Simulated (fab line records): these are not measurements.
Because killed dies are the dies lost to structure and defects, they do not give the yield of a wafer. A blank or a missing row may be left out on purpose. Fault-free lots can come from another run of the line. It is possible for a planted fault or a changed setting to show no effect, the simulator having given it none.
fab line records + flow n5_finfet
[record]
- lots = 11
- wafers = 33
- last_day = 18
route steps=1938 shown BEOL_M2@900 PASSIVATION@1905
lots that met no fault: from a run of the same line without faults
start_h: start of the lot's first displayed wafer, in hours after the record's first day + wait_h: hours elapsed since this lot's preceding step + " as in the row above + L1.1+2: a single row standing in for several wafers + - value missing, or start not given + * or withheld: withheld + < > ~ a bound
route shown NAME@n: names a module that has steps shown in the file, with the first one's number in the route + usual: the fault-free wafers' mean and standard deviation + same: alike in all rows + chamber/n: place in a boat + sites: readings site by site + _std_site: standard deviation across them + _edge_site: outer sites' mean less inner sites' + radius_mm: how far each site lies from the wafer's centre + mask NAME#n: copy n + behind: tool/chamber where the wafer was last shaped + hold: the reason the lot was held/the length of the hold in hours/how it ended + device: which transistor (n, p or np) failed to switch + end of line: the tests these same wafers got at the end of their route + where a step has no rows: the recipe by itself + killed: at the first sort, the dies lost to defects and structure; wafer yield is something else + map: the dies of a wafer, with x for killed, . for not killed, _ for no die there
set.NAME: setting as actually run; set.NAME@STEP: the setting as run at that earlier step + model.NAME: the simulator's own value behind a step, which no gauge read
route steps across a sampled set of lots; one table per step, one row per wafer
services: the hour from which a tool's chamber was out of use, counted from the record's first day as start_h (under 0 if before that day), plus the number of hours and why
[[steps]]
[step N5_BEOL_M2_PRE_CLEAN_45]
[recipe]
- gas = H2/He
- time_s = 30
- temp_c = 250
[usual]
- heater_power_w = 323/18
| lot.wafer | tool           | chamber | start_h | wait_h | heater_power_w |
|-----------|----------------|---------|---------|--------|----------------|
| L360.2    | pvd_sputter-03 | -       | 145.51  | 0.0    | 326            |
| L360.5    | "              | -       | "       | "      | 350            |
| L360.6    | "              | -       | "       | "      | 323            |
| L364.1    | pvd_sputter-02 | -       | 167.68  | 0.0    | 321            |
| L364.2    | "              | -       | "       | "      | 336            |
| L364.4    | "              | -       | "       | "      | 321            |
| L365.2    | pvd_sputter-02 | -       | 172.19  | 0.0    | 327            |
| L365.4    | "              | -       | "       | "      | 346            |
| L365.5    | "              | -       | "       | "      | 323            |
| L366.4    | pvd_sputter-01 | -       | 196.13  | 0.0    | 304            |
| L366.5    | "              | -       | "       | "      | 301            |
| L366.6    | "              | -       | "       | "      | 306            |
| L368.1    | pvd_sputter-02 | -       | 204.03  | 0.0    | 318            |
| L368.4    | "              | -       | "       | "      | 339            |
| L368.5    | "              | -       | "       | "      | 351            |
| L370.2    | pvd_sputter-01 | -       | 207.39  | 0.0    | 338            |
| L370.3    | "              | -       | "       | "      | 305            |
| L370.4    | "              | -       | "       | "      | 273            |
| L369.2    | pvd_sputter-02 | -       | 212.74  | 0.0    | 333            |
| L369.5    | "              | -       | "       | "      | 340            |
| L369.6    | "              | -       | "       | "      | 315            |
| L372.2    | pvd_sputter-01 | -       | 216.84  | 0.0    | 269            |
| L372.3    | "              | -       | "       | "      | 302            |
| L372.6    | "              | -       | "       | "      | 344            |
| L375.1    | pvd_sputter-01 | -       | 228.99  | 0.0    | 277            |
| L375.2    | "              | -       | "       | "      | 305            |
| L375.3    | "              | -       | "       | "      | 344            |
| L382.1    | pvd_sputter-02 | -       | 284.36  | 0.0    | 343            |
| L382.4    | "              | -       | "       | "      | 329            |
| L382.5    | "              | -       | "       | "      | 319            |
| L383.3    | pvd_sputter-02 | -       | 297.08  | 0.0    | 340            |
| L383.4    | "              | -       | "       | "      | 319            |
| L383.5    | "              | -       | "       | "      | 317            |
[step N5_PASSIVATION_CD_MEAS_30]
[recipe]
- target_cd_nm = 4000
- landing_energy_ev = 500
- detector = se_inlens
- polarity = opening
[usual]
- cd_nm = 3999.4/1.8
| lot.wafer | tool      | chamber | start_h | wait_h | cd_nm  |
|-----------|-----------|---------|---------|--------|--------|
| L360.2    | cd_sem-01 | 0       | 264.80  | -      | 3999.6 |
| L360.5    | "         | 0       | "       | "      | 3998.1 |
| L360.6    | "         | 0       | "       | "      | 3996.3 |
| L365.2    | cd_sem-02 | 0       | 296.91  | -      | 4000.8 |
| L365.4    | "         | 0       | "       | "      | 4000.2 |
| L365.5    | "         | 0       | "       | "      | 4003.4 |
| L364.1    | cd_sem-02 | 0       | 297.25  | -      | 3996.6 |
| L364.2    | "         | 0       | "       | "      | 4001.1 |
| L364.4    | "         | 0       | "       | "      | 4000.6 |
| L366.4    | cd_sem-03 | 0       | 322.61  | -      | 3998.8 |
| L366.5    | "         | 0       | "       | "      | 3999.3 |
| L366.6    | "         | 0       | "       | "      | 3999.6 |
| L368.1    | cd_sem-02 | 0       | 327.09  | -      | 3997.9 |
| L368.4    | "         | 0       | "       | "      | 4001.0 |
| L368.5    | "         | 0       | "       | "      | 3998.2 |
| L370.2    | cd_sem-01 | 0       | 336.96  | -      | 3998.6 |
| L370.3    | "         | 0       | "       | "      | 3998.0 |
| L370.4    | "         | 0       | "       | "      | 3998.4 |
| L369.2    | cd_sem-01 | 0       | 346.58  | -      | 4001.9 |
| L369.5    | "         | 0       | "       | "      | 4000.9 |
| L369.6    | "         | 0       | "       | "      | 3998.6 |
| L372.2    | cd_sem-01 | 0       | 349.48  | -      | 3999.0 |
| L372.3    | "         | 0       | "       | "      | 3997.4 |
| L372.6    | "         | 0       | "       | "      | 4000.2 |
| L375.1    | cd_sem-01 | 0       | 360.11  | -      | 4003.9 |
| L375.2    | "         | 0       | "       | "      | 3999.9 |
| L375.3    | "         | 0       | "       | "      | 4001.1 |
| L382.1    | cd_sem-01 | 0       | 418.73  | -      | 3997.8 |
| L382.4    | "         | 0       | "       | "      | 4001.3 |
| L382.5    | "         | 0       | "       | "      | 3998.0 |
| L383.3    | cd_sem-02 | 0       | 419.31  | -      | 4000.2 |
| L383.4    | "         | 0       | "       | "      | 3999.9 |
| L383.5    | "         | 0       | "       | "      | 3998.7 |
[step N5_PASSIVATION_STRIP_34]
[recipe]
- chemistry = O2
- power_w = 600
- temp_c = 60
- pressure_mtorr = 30
- rf_frequency_hz = 6e+07
- bias_power_w = 0
- overash_fraction = 2
- o2_flow_sccm = 225
[usual]
- drypump_motor_current_A = 5.49/0.3
- oes_product_au = 0.79/0.076
- rf_vpp_V = 3.7/1.5
- showerhead_plenum_p_Torr = 2.08/0.083
- throttle_valve_pct = 16.72/0.3
| lot.wafer | tool        | chamber | start_h | wait_h | drypump_motor_current_A | oes_product_au | rf_hours_counter_h | rf_vpp_V | showerhead_plenum_p_Torr | throttle_valve_pct |
|-----------|-------------|---------|---------|--------|-------------------------|----------------|--------------------|----------|--------------------------|--------------------|
| L360.2    | rie_diel-01 | 0       | 265.49  | 0.1    | 5.46                    | 0.91           | 30                 | 6.4      | 2.07                     | 16.54              |
| L360.5    | "           | 2       | "       | "      | 5.93                    | 0.82           | -                  | 2.5      | 2.13                     | 17.01              |
| L360.6    | "           | 3       | "       | "      | 5.41                    | 0.73           | -                  | 2.8      | 2.08                     | 16.42              |
| L365.2    | rie_diel-01 | 1       | 297.63  | 0.1    | 5.11                    | 0.79           | 114                | 1.6      | 2.11                     | 16.63              |
| L365.4    | "           | 0       | "       | "      | 5.46                    | 0.89           | 41                 | 3.0      | 2.07                     | 16.56              |
| L365.5    | "           | 3       | "       | "      | 5.41                    | 0.69           | -                  | 3.5      | 2.08                     | 16.45              |
| L364.1    | rie_diel-01 | 0       | 298.02  | 0.1    | 5.45                    | 0.86           | 41                 | 2.7      | 2.07                     | 16.57              |
| L364.2    | "           | 1       | "       | "      | 5.08                    | 0.78           | 114                | 1.1      | 2.11                     | 16.66              |
| L364.4    | "           | 2       | "       | "      | 5.91                    | 0.81           | 119                | 5.3      | 2.12                     | 17.05              |
| L366.4    | rie_diel-02 | 1       | 323.82  | 0.1    | 4.93                    | 0.91           | -                  | 4.1      | 2.04                     | 16.40              |
| L366.5    | "           | 3       | "       | "      | 5.36                    | 0.71           | -                  | 4.6      | 2.02                     | 17.26              |
| L366.6    | "           | 2       | "       | "      | 5.78                    | 0.87           | -                  | 4.7      | 2.13                     | 16.42              |
| L368.1    | rie_diel-03 | 1       | 328.30  | 0.2    | 5.69                    | 0.72           | 178                | 4.8      | 1.99                     | 16.87              |
| L368.4    | "           | 2       | "       | "      | 5.59                    | 0.69           | 236                | 3.5      | 1.88                     | 16.85              |
| L368.5    | "           | 0       | "       | "      | 5.55                    | 0.74           | -                  | 2.7      | 2.19                     | 17.10              |
| L370.2    | rie_diel-03 | 3       | 337.66  | 0.1    | 5.79                    | 0.79           | 83                 | 3.1      | 2.05                     | 16.74              |
| L370.3    | "           | 2       | "       | "      | 5.57                    | 0.69           | 240                | 2.0      | 1.88                     | 16.90              |
| L370.4    | "           | 0       | "       | "      | 5.56                    | 0.74           | 147                | 6.2      | 2.19                     | 17.08              |
| L369.2    | rie_diel-01 | 3       | 347.31  | 0.1    | 5.42                    | 0.69           | 235                | 3.0      | 2.07                     | 16.49              |
| L369.5    | "           | 0       | "       | "      | 5.45                    | 0.85           | -                  | 5.6      | 2.06                     | 16.56              |
| L369.6    | "           | 1       | "       | "      | 5.09                    | 0.79           | -                  | 4.4      | 2.10                     | 16.66              |
| L372.2    | rie_diel-02 | 2       | 350.20  | 0.1    | 5.76                    | 0.82           | 67                 | 4.0      | 2.12                     | 16.45              |
| L372.3    | "           | 1       | "       | "      | 4.92                    | 0.87           | -                  | 3.8      | 2.04                     | 16.50              |
| L372.6    | "           | 1       | "       | "      | 4.92                    | 0.88           | -                  | 5.6      | 2.04                     | 16.36              |
| L375.1    | rie_diel-03 | 0       | 360.94  | 0.1    | 5.55                    | 0.73           | 155                | 5.2      | 2.19                     | 17.06              |
| L375.2    | "           | 3       | "       | "      | 5.82                    | 0.80           | 91                 | 6.7      | 2.05                     | 16.82              |
| L375.3    | "           | 2       | "       | "      | 5.59                    | 0.70           | 247                | 0.6      | 1.87                     | 16.91              |
| L382.1    | rie_diel-02 | 0       | 419.92  | 0.2    | 5.46                    | 0.88           | 18                 | 6.5      | 2.24                     | 16.36              |
| L382.4    | "           | 0       | "       | "      | 5.48                    | 0.91           | -                  | 7.0      | 2.24                     | 16.41              |
| L382.5    | "           | 1       | "       | "      | 4.92                    | 0.84           | -                  | 3.3      | 2.03                     | 16.49              |
| L383.3    | rie_diel-03 | 3       | 420.00  | 0.1    | 5.75                    | 0.78           | 114                | 3.7      | 2.04                     | 16.83              |
| L383.4    | "           | 2       | "       | "      | 5.58                    | 0.94           | 11                 | 1.5      | 2.21                     | 16.47              |
| L383.5    | "           | 0       | "       | "      | 5.55                    | 0.71           | -                  | 3.7      | 2.18                     | 17.14              |
[step N5_PASSIVATION_DESCUM_46]
[recipe]
- chemistry = O2
- time_s = 7.9
- source_power_w = 50
- bias_power_w = 20
- pressure_mtorr = 20
- rf_frequency_hz = 2.712e+07
- temp_c = 40
- o2_flow_sccm = 225
[usual]
- drypump_motor_current_A = 5.50/0.29
- oes_product_au = 0.80/0.083
- rf_fwd_power_W = 49.3/0.3
- rf_vpp_V = 242.7/1.5
- showerhead_plenum_p_Torr = 2.07/0.08
- throttle_valve_pct = 20.5/0.32
| lot.wafer | tool        | chamber | start_h | wait_h | drypump_motor_current_A | oes_product_au | rf_fwd_power_W | rf_hours_counter_h | rf_vpp_V | showerhead_plenum_p_Torr | throttle_valve_pct |
|-----------|-------------|---------|---------|--------|-------------------------|----------------|----------------|--------------------|----------|--------------------------|--------------------|
| L360.2    | rie_diel-02 | 2       | 266.63  | 0.0    | 5.80                    | 0.89           | 49.5           | 33                 | 243.3    | 2.13                     | 20.2               |
| L360.5    | "           | 2       | "       | "      | 5.79                    | 0.89           | 49.6           | -                  | 243.0    | 2.13                     | 20.2               |
| L360.6    | "           | 1       | "       | "      | 4.92                    | 0.94           | 48.9           | -                  | 241.9    | 2.04                     | 20.1               |
| L365.2    | rie_diel-01 | 3       | 298.95  | 0.0    | 5.44                    | 0.70           | 49.6           | 216                | 242.2    | 2.07                     | 20.2               |
| L365.4    | "           | 1       | "       | "      | 5.11                    | 0.78           | 49.0           | 114                | 243.8    | 2.10                     | 20.4               |
| L365.5    | "           | 0       | "       | "      | 5.44                    | 0.88           | 49.4           | -                  | 241.9    | 2.06                     | 20.4               |
| L364.1    | rie_diel-02 | 2       | 299.27  | 0.0    | 5.77                    | 0.87           | 49.4           | 43                 | 243.9    | 2.13                     | 20.2               |
| L364.2    | "           | 3       | "       | "      | 5.37                    | 0.72           | 48.8           | 198                | 243.9    | 2.02                     | 21.0               |
| L364.4    | "           | 1       | "       | "      | 4.92                    | 0.91           | 48.9           | 35                 | 242.0    | 2.04                     | 20.1               |
| L366.4    | rie_diel-03 | 0       | 325.83  | 0.3    | 5.57                    | 0.75           | 49.0           | 143                | 243.1    | 2.19                     | 20.9               |
| L366.5    | "           | 3       | "       | "      | 5.76                    | 0.82           | 49.5           | -                  | 241.1    | 2.05                     | 20.6               |
| L366.6    | "           | 0       | "       | "      | 5.61                    | 0.74           | 49.0           | -                  | 243.4    | 2.19                     | 20.9               |
| L368.1    | rie_diel-03 | 3       | 329.96  | 0.0    | 5.80                    | 0.80           | 49.5           | 80                 | 241.7    | 2.05                     | 20.6               |
| L368.4    | "           | 0       | "       | "      | 5.57                    | 0.74           | 49.1           | 144                | 244.4    | 2.19                     | 20.9               |
| L368.5    | "           | 2       | "       | "      | 5.57                    | 0.71           | 49.3           | -                  | 240.2    | 1.87                     | 20.6               |
| L370.2    | rie_diel-02 | 3       | 339.06  | 0.2    | 5.36                    | 0.71           | 48.8           | 217                | 242.7    | 2.01                     | 21.0               |
| L370.3    | "           | 1       | "       | "      | 4.91                    | 0.87           | 49.2           | 49                 | 242.1    | 2.03                     | 20.1               |
| L370.4    | "           | 3       | "       | "      | 5.36                    | 0.70           | 48.7           | -                  | 240.3    | 2.01                     | 21.1               |
| L369.2    | rie_diel-01 | 2       | 348.59  | 0.0    | 5.94                    | 0.79           | 49.3           | 138                | 244.2    | 2.11                     | 20.8               |
| L369.5    | "           | 0       | "       | "      | 5.48                    | 0.85           | 49.2           | -                  | 242.6    | 2.06                     | 20.4               |
| L369.6    | "           | 3       | "       | "      | 5.41                    | 0.69           | 49.3           | -                  | 243.0    | 2.07                     | 20.2               |
| L372.2    | rie_diel-02 | 2       | 351.35  | 0.0    | 5.79                    | 0.83           | 49.6           | 68                 | 243.8    | 2.12                     | 20.2               |
| L372.3    | "           | 1       | "       | "      | 4.91                    | 0.87           | 49.2           | 55                 | 242.4    | 2.03                     | 20.1               |
| L372.6    | "           | 1       | "       | "      | 4.92                    | 0.87           | 49.0           | -                  | 243.3    | 2.03                     | 20.2               |
| L375.1    | rie_diel-01 | 3       | 362.26  | 0.1    | 5.43                    | 0.69           | 49.2           | 239                | 243.2    | 2.06                     | 20.2               |
| L375.2    | "           | 0       | "       | "      | 5.44                    | 0.86           | 49.4           | 64                 | 242.7    | 2.05                     | 20.4               |
| L375.3    | "           | 1       | "       | "      | 5.12                    | 0.78           | 49.4           | 136                | 242.8    | 2.10                     | 20.5               |
| L382.1    | rie_diel-01 | 0       | 421.06  | 0.0    | 5.43                    | 0.82           | 49.2           | 86                 | 243.4    | 2.05                     | 20.5               |
| L382.4    | "           | 1       | "       | "      | 5.09                    | 0.75           | 49.3           | 157                | 241.9    | 2.09                     | 20.5               |
| L382.5    | "           | 2       | "       | "      | 5.96                    | 0.76           | 49.3           | -                  | 243.7    | 2.10                     | 20.8               |
| L383.3    | rie_diel-03 | 2       | 421.26  | 0.0    | 5.57                    | 0.91           | 49.3           | 11                 | 244.8    | 2.21                     | 20.2               |
| L383.4    | "           | 3       | "       | "      | 5.79                    | 0.77           | 49.7           | 114                | 242.0    | 2.04                     | 20.6               |
| L383.5    | "           | 2       | "       | "      | 5.56                    | 0.92           | 49.3           | -                  | 246.9    | 2.20                     | 20.2               |
[step N5_PASSIVATION_PROBE_49]
[usual]
- defect_limited_yield = 91.3/1.3
- killed_at_M0_to_M3 = 36/12
- killed_at_M4_up = 13/4.6
- killed_at_contacts = 13/5.4
- killed_at_front_end = 37/10
- killed_at_other = 3.6/2.9
- killed_dies = 102/15
- killed_open = 67/12
- killed_short = 33/7.5
- sort_bin_5_function = 5.1/0.93
- sort_bin_6_memory = 3.2/0.62
- sort_n_pass = 1078/15
- sort_yield_pct = 91.3/1.3
[same]
- gross_dies = 1180
- killed_at_back_side = 0
- sort_bin_4_leakage[%] = 0
- sort_bin_8_speed[%] = 0
| lot.wafer | tool      | chamber | start_h | wait_h | defect_limited_yield[%] | killed_at_M0_to_M3 | killed_at_M4_up | killed_at_contacts | killed_at_front_end | killed_at_other | killed_dies | killed_open | killed_short | sort_bin_5_function[%] | sort_bin_6_memory[%] | sort_n_pass | sort_yield_pct[%] |
|-----------|-----------|---------|---------|--------|-------------------------|--------------------|-----------------|--------------------|---------------------|-----------------|-------------|-------------|--------------|------------------------|----------------------|-------------|-------------------|
| L360.2    | prober-02 | -       | 269.76  | 0.1    | 91.4                    | 26                 | 14              | 17                 | 39                  | 5               | 101         | 70          | 29           | 5.3                    | 3.2                  | 1079        | 91.4              |
| L360.5    | prober-02 | -       | 269.91  | 0.2    | 90.8                    | 29                 | 12              | 13                 | 53                  | 1               | 108         | 78          | 26           | 5.3                    | 3.1                  | 1072        | 90.8              |
| L360.6    | prober-02 | -       | 269.96  | 0.3    | 92.4                    | 39                 | 6               | 15                 | 28                  | 2               | 90          | 60          | 29           | 4.4                    | 2.7                  | 1090        | 92.4              |
| L369.2    | prober-01 | -       | 351.68  | 0.1    | 91.5                    | 27                 | 9               | 25                 | 37                  | 2               | 100         | 58          | 42           | 4.8                    | 3.2                  | 1080        | 91.5              |
| L369.5    | prober-01 | -       | 351.83  | 0.2    | 91.9                    | 29                 | 11              | 12                 | 41                  | 2               | 95          | 72          | 23           | 4.7                    | 3.1                  | 1085        | 91.9              |
| L369.6    | prober-01 | -       | 351.88  | 0.3    | 91.7                    | 42                 | 9               | 25                 | 22                  | 0               | 98          | 62          | 36           | 4.4                    | 3.6                  | 1082        | 91.7              |
| L372.2    | prober-02 | -       | 354.45  | 0.1    | 92.4                    | 18                 | 12              | 12                 | 48                  | 0               | 90          | 59          | 31           | 3.7                    | 3.5                  | 1090        | 92.4              |
| L372.3    | prober-02 | -       | 354.50  | 0.1    | 93.0                    | 22                 | 20              | 10                 | 30                  | 1               | 83          | 57          | 26           | 4.5                    | 2.2                  | 1097        | 93.0              |
| L372.6    | prober-02 | -       | 354.65  | 0.3    | 90.1                    | 40                 | 18              | 19                 | 38                  | 2               | 117         | 82          | 33           | 6.2                    | 3.6                  | 1063        | 90.1              |
| L375.1    | prober-01 | -       | 365.32  | 0.0    | 83.7                    | 133                | 16              | 12                 | 30                  | 1               | 192         | 62          | 17           | 10.1                   | 4.6                  | 988         | 83.7              |
| L375.2    | prober-01 | -       | 365.37  | 0.1    | 90.8                    | 44                 | 17              | 10                 | 36                  | 2               | 109         | 80          | 27           | 5.2                    | 3.6                  | 1071        | 90.8              |
| L375.3    | prober-01 | -       | 365.42  | 0.1    | 91.9                    | 22                 | 16              | 21                 | 36                  | 1               | 96          | 70          | 24           | 4.7                    | 3.2                  | 1084        | 91.9              |
| L382.1    | prober-01 | -       | 424.10  | 0.0    | 88.2                    | 75                 | 8               | 10                 | 43                  | 3               | 139         | 100         | 39           | 7.8                    | 3.5                  | 1041        | 88.2              |
| L382.4    | prober-01 | -       | 424.25  | 0.2    | 90.0                    | 56                 | 9               | 10                 | 41                  | 2               | 118         | 70          | 48           | 6.1                    | 3.4                  | 1062        | 90.0              |
| L382.5    | prober-01 | -       | 424.30  | 0.2    | 91.4                    | 42                 | 7               | 16                 | 34                  | 3               | 102         | 72          | 28           | 4.9                    | 3.5                  | 1078        | 91.4              |
// killed by level:class
L360.2 FIN_SAQP:geometric_particle:open=20 MOL_CONTACT_COAG:geometric_particle:open=15 BEOL_M2:geometric_particle:open=7 BEOL_M0:geometric_particle:short=5 BEOL_M4:geometric_particle:open=5 STARTING-WAFER:geometric_particle:open=4 FIN_SAQP:geometric_particle:short=3 BEOL_M0_SAQP:geometric_particle:short=3
L360.5 FIN_SAQP:geometric_particle:open=18 STI_FIN_REVEAL:geometric_particle:open=11 MOL_CONTACT_COAG:geometric_particle:open=11 FIN_SAQP:geometric_particle:short=10 BEOL_M3:geometric_particle:open=7 BEOL_M0:geometric_particle:open=6 BEOL_M0_SAQP:geometric_particle:open=4 BEOL_M2:geometric_particle:open=4
L360.6 MOL_CONTACT_COAG:geometric_particle:open=11 FIN_SAQP:geometric_particle:short=8 BEOL_M2:geometric_particle:open=8 BEOL_M3:geometric_particle:open=8 STI_FIN_REVEAL:geometric_particle:open=6 BEOL_M0:geometric_particle:short=6 FIN_SAQP:geometric_particle:open=5 BEOL_M0_SAQP:geometric_particle:open=5
L369.2 MOL_CONTACT_COAG:geometric_particle:open=17 FIN_SAQP:geometric_particle:short=11 MOL_CONTACT_COAG:geometric_particle:short=8 FIN_SAQP:geometric_particle:open=7 BEOL_M0_SAQP:geometric_particle:short=7 BEOL_M0_SAQP:geometric_particle:open=5 BEOL_M2:geometric_particle:open=5 BEOL_M4:geometric_particle:open=4
L369.5 MOL_CONTACT_COAG:geometric_particle:open=10 FIN_SAQP:geometric_particle:open=9 DUMMY_GATE:geometric_particle:open=9 BEOL_M2:geometric_particle:open=9 BEOL_M1:geometric_particle:open=7 BEOL_M0_SAQP:geometric_particle:open=6 BEOL_M4:geometric_particle:open=6 STARTING-WAFER:geometric_particle:open=6
L369.6 MOL_CONTACT_COAG:geometric_particle:open=22 BEOL_M0_SAQP:geometric_particle:open=12 BEOL_M0_SAQP:geometric_particle:short=10 FIN_SAQP:geometric_particle:short=5 BEOL_M2:geometric_particle:open=5 BEOL_M3:geometric_particle:short=5 BEOL_M4:geometric_particle:open=4 STARTING-WAFER:geometric_particle:short=4
L372.2 FIN_SAQP:geometric_particle:short=12 STI_FIN_REVEAL:geometric_particle:open=11 MOL_CONTACT_COAG:geometric_particle:open=9 BEOL_M1:geometric_particle:open=8 BEOL_M4:geometric_particle:open=7 GATE_CUT:geometric_particle:short=6 BEOL_M2:geometric_particle:open=6 STARTING-WAFER:geometric_particle:open=4
L372.3 BEOL_M4:geometric_particle:open=14 STI_FIN_REVEAL:geometric_particle:open=8 MOL_CONTACT_COAG:geometric_particle:open=7 BEOL_M1:geometric_particle:open=7 FIN_SAQP:geometric_particle:short=6 FIN_SAQP:geometric_particle:open=5 BEOL_M0_SAQP:geometric_particle:open=4 STI_FIN_REVEAL:geometric_particle:short=3
L372.6 MOL_CONTACT_COAG:geometric_particle:open=16 BEOL_M1:geometric_particle:open=16 BEOL_M4:geometric_particle:open=11 FIN_SAQP:geometric_particle:open=8 FIN_SAQP:geometric_particle:short=8 BEOL_M0:geometric_particle:open=6 GATE_CUT:geometric_particle:short=4 BEOL_M0_SAQP:geometric_particle:open=4
L375.1 BEOL_M2:unspecified=111 MOL_CONTACT_COAG:geometric_particle:open=11 STI_FIN_REVEAL:geometric_particle:open=9 BEOL_M4:geometric_particle:open=9 BEOL_M0_SAQP:geometric_particle:open=6 DUMMY_GATE:geometric_particle:open=5 GATE_CUT:geometric_particle:short=5 BEOL_M1:geometric_particle:open=5
L375.2 BEOL_M2:geometric_particle:open=13 STI_FIN_REVEAL:geometric_particle:open=11 BEOL_M0_SAQP:geometric_particle:open=11 BEOL_M4:geometric_particle:open=10 MOL_CONTACT_COAG:geometric_particle:open=9 BEOL_M0_SAQP:geometric_particle:short=7 FIN_SAQP:geometric_particle:short=6 BEOL_M3:geometric_particle:open=6
L375.3 MOL_CONTACT_COAG:geometric_particle:open=20 STARTING-WAFER:geometric_particle:open=7 GATE_CUT:geometric_particle:short=5 BEOL_M3:geometric_particle:open=5 FIN_SAQP:geometric_particle:open=4 STI_FIN_REVEAL:geometric_particle:open=4 BEOL_M0:geometric_particle:open=4 BEOL_M4:geometric_particle:open=4
L382.1 BEOL_M3:geometric_particle:open=18 BEOL_M0_SAQP:geometric_particle:short=13 BEOL_M2:geometric_particle:open=13 BEOL_M0_SAQP:geometric_particle:open=12 FIN_SAQP:geometric_particle:open=11 MOL_CONTACT_COAG:geometric_particle:open=9 GATE_CUT:geometric_particle:open=9 BEOL_M1:geometric_particle:open=8
L382.4 BEOL_M2:geometric_particle:open=15 BEOL_M0_SAQP:geometric_particle:short=11 BEOL_M3:geometric_particle:open=11 FIN_SAQP:geometric_particle:open=9 MOL_CONTACT_COAG:geometric_particle:open=7 GATE_CUT:geometric_particle:short=6 BEOL_M0_SAQP:geometric_particle:open=6 BEOL_M2:geometric_particle:short=6
L382.5 MOL_CONTACT_COAG:geometric_particle:open=15 FIN_SAQP:geometric_particle:open=9 BEOL_M2:geometric_particle:open=8 BEOL_M3:geometric_particle:open=8 FIN_SAQP:geometric_particle:short=7 BEOL_M0_SAQP:geometric_particle:open=7 GATE_CUT:geometric_particle:short=5 BEOL_M0_SAQP:geometric_particle:short=5
[[services]]
| tool           | chamber | start_h | hours | kind                          |
|----------------|---------|---------|-------|-------------------------------|
| rie_diel-02    | 2       | 150.55  | -     | clean                         |
| rie_diel-02    | 2       | 150.55  | -     | consumable_replace:focus_ring |
| rie_diel-02    | -       | 151.44  | 0.6   | repair                        |
| pvd_sputter-03 | -       | 161.40  | 1.8   | repair                        |
| rie_diel-01    | 0       | 165.02  | -     | clean                         |
| rie_diel-01    | 0       | 165.02  | -     | consumable_replace:focus_ring |
| rie_diel-01    | 0       | 165.02  | 16.3  | scheduled_down                |
| rie_diel-01    | 0       | 165.02  | 16.3  | vent_cycle                    |
| pvd_sputter-03 | -       | 171.10  | 11.7  | repair                        |
| pvd_sputter-01 | -       | 188.53  | 1.3   | repair                        |
| rie_diel-03    | 3       | 201.09  | 8.5   | repair                        |
| rie_diel-01    | 1       | 205.35  | 2.7   | repair                        |
| rie_diel-01    | 3       | 237.65  | 3.0   | repair                        |
| rie_diel-01    | 2       | 253.64  | 4.9   | repair                        |
| pvd_sputter-01 | -       | 291.75  | 1.0   | repair                        |
| rie_diel-02    | 3       | 346.66  | 4.7   | repair                        |
| pvd_sputter-03 | -       | 357.96  | 4.7   | repair                        |
| rie_diel-01    | -       | 381.23  | 1.4   | repair                        |
| rie_diel-02    | 0       | 383.08  | 9.9   | repair                        |
| pvd_sputter-02 | -       | 385.67  | 3.8   | repair                        |
| rie_diel-01    | 3       | 395.08  | -     | clean                         |
| rie_diel-01    | 3       | 395.08  | -     | consumable_replace:focus_ring |
| rie_diel-01    | 3       | 395.08  | 17.3  | scheduled_down                |
| rie_diel-01    | 3       | 395.08  | 17.3  | vent_cycle                    |
[[key]]
[first_sign]
- step = N5_PASSIVATION_PROBE_49
- reading = killed_at_M0_to_M3
- direction = up
- sigmas = 7.9
- usual = 36
- struck = 133
[effect]
- step = N5_PASSIVATION_PROBE_49
- reading = defect_limited_yield
- direction = down
- sigmas = 5.8
- usual = 91.3
- struck = 83.7
[more_kills_born_at]
- N5_BEOL_M2_PRE_CLEAN_45@pvd_sputter-01 = 111
met_at N5_BEOL_M2_PRE_CLEAN_45
struck_lots L375
struck_wafers L375.1
not_acting_at N5_PASSIVATION_CD_MEAS_30,N5_PASSIVATION_STRIP_34,N5_PASSIVATION_DESCUM_46
onset_between 216.84 228.99
[fault]
- kind = chamber_particle_source
- tool = pvd_sputter-01
- chamber = -
- onset_h = 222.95
- steps = N5_BEOL_M2_PRE_CLEAN_45
- rate_per_visit_cm2 = 0.53354
- end_h = 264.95
- scope = struck_wafers_only
